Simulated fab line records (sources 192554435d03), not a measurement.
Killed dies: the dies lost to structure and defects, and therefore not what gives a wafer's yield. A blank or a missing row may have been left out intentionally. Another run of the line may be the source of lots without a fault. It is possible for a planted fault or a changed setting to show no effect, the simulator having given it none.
Split-lot study | flow n5-finfet | 21 wafers read across 7 lots, on a route 1938 steps long

## SPLIT DETAILS
At N5_BEOL_M13_COAT_58 (time 60 s, resist thk 89 nm), the setting spin-rpm was moved away from the recipe's 1500 rpm on 4 of the 21 wafers read, by -5.2% to +5.5%. All remaining wafers had this setting at the recipe value.

The reading is taken at the split's own step.

## THE READING
BARC_of_BEOL_M13_COAT_58.thk-nm (the simulator's own value, which no gauge read), in nm, at N5_BEOL_M13_COAT_58 (time 60 s, resist thk 89 nm). The file gives no usual value for it. Across the 17 wafers here that went through the recipe, the average is 89.0 nm and the standard deviation 0.22 nm.

wafer  | tool, chamber at the split | spin-rpm as run, rpm | against the recipe | BARC_of_BEOL_M13_COAT_58.thk-nm, nm | against lot-mates on the recipe
L077.3 | litho-track-02, 0          | 1500                 | recipe             | 89                                  | -
L077.5 | litho-track-02, 0          | 1500                 | recipe             | 89                                  | -
L077.6 | litho-track-02, 0          | 1500                 | recipe             | 89                                  | -
L078.1 | litho-track-02, 0          | 1500                 | recipe             | 88.6                                | -
L078.2 | litho-track-02, 0          | 1422                 | -5.2%              | 91.4                                | +2.8
L078.3 | litho-track-02, 0          | 1422                 | -5.2%              | 91.2                                | +2.6
L083.4 | litho-track-02, 0          | 1582                 | +5.5%              | 86.6                                | -2.4
L083.5 | litho-track-02, 0          | 1582                 | +5.5%              | 86.6                                | -2.4
L083.6 | litho-track-02, 0          | 1500                 | recipe             | 89                                  | -
L088.2 | litho-track-02, 0          | 1500                 | recipe             | 89                                  | -
L088.5 | litho-track-02, 0          | 1500                 | recipe             | 89                                  | -
L088.3 | litho-track-02, 0          | 1500                 | recipe             | 88.6                                | -
L087.1 | litho-track-02, 0          | 1500                 | recipe             | 89.2                                | -
L087.6 | litho-track-02, 0          | 1500                 | recipe             | 89.2                                | -
L087.4 | litho-track-02, 0          | 1500                 | recipe             | 89.4                                | -
L086.1 | litho-track-02, 0          | 1500                 | recipe             | 88.8                                | -
L086.4 | litho-track-02, 0          | 1500                 | recipe             | 89                                  | -
L086.5 | litho-track-02, 0          | 1500                 | recipe             | 89                                  | -
L092.2 | litho-track-03, 0          | 1500                 | recipe             | 89.2                                | -
L092.3 | litho-track-03, 0          | 1500                 | recipe             | 89.2                                | -
L092.5 | litho-track-03, 0          | 1500                 | recipe             | 89.4                                | -

FIT RESULTS
A straight line over all 21 wafers: BARC_of_BEOL_M13_COAT_58.thk-nm changes by -0.441 nm for each +1% of spin-rpm; r = -0.98; the points scatter about the line by 0.21 nm.
The same after taking each lot's own level away (the mean of its wafers on the recipe; 21 wafers): -0.477 nm for each +1%; r = -0.99; scatter 0.14 nm.
According to that fit, moving spin-rpm by its largest amount changes the reading by 2.6 nm.
Across the lots, their own levels run from 88.60 to 89.27 nm, a range of 3.0 times the standard deviation given above.
Hence the lot-to-lot level has little effect on the slope; both slopes agree.
Check: with one of the wafers moved furthest among these (+5.5%) left out of the fit, the line predicts -2.64 nm for it against its lot-mates. It came out at -2.4 nm against them.

## THE OTHER SPLITS THESE WAFERS WENT THROUGH
These wafers also went through other splits before the reading. Each is held against what the fit with the lots' levels taken away leaves over:
other split on the same wafers   | wafers away from the commonest value | r with BARC_of_BEOL_M13_COAT_58.thk-nm (lot level and that fit taken away)
N5_BEOL_M9_COAT_60 spin-rpm      | 8                                    | -0.12
N5_BEOL_M9_TRENCH_ETCH_37 time-s | 8                                    | -0.08
N5_BEOL_M11_COAT_59 spin-rpm     | 6                                    | +0.10
N5_BEOL_M11_COAT_05 spin-rpm     | 3                                    | +0.22

## FILE'S OWN FIT
BARC_of_BEOL_M13_COAT_58.thk-nm changes by -0.477 nm for each +1% of spin-rpm, r = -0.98.
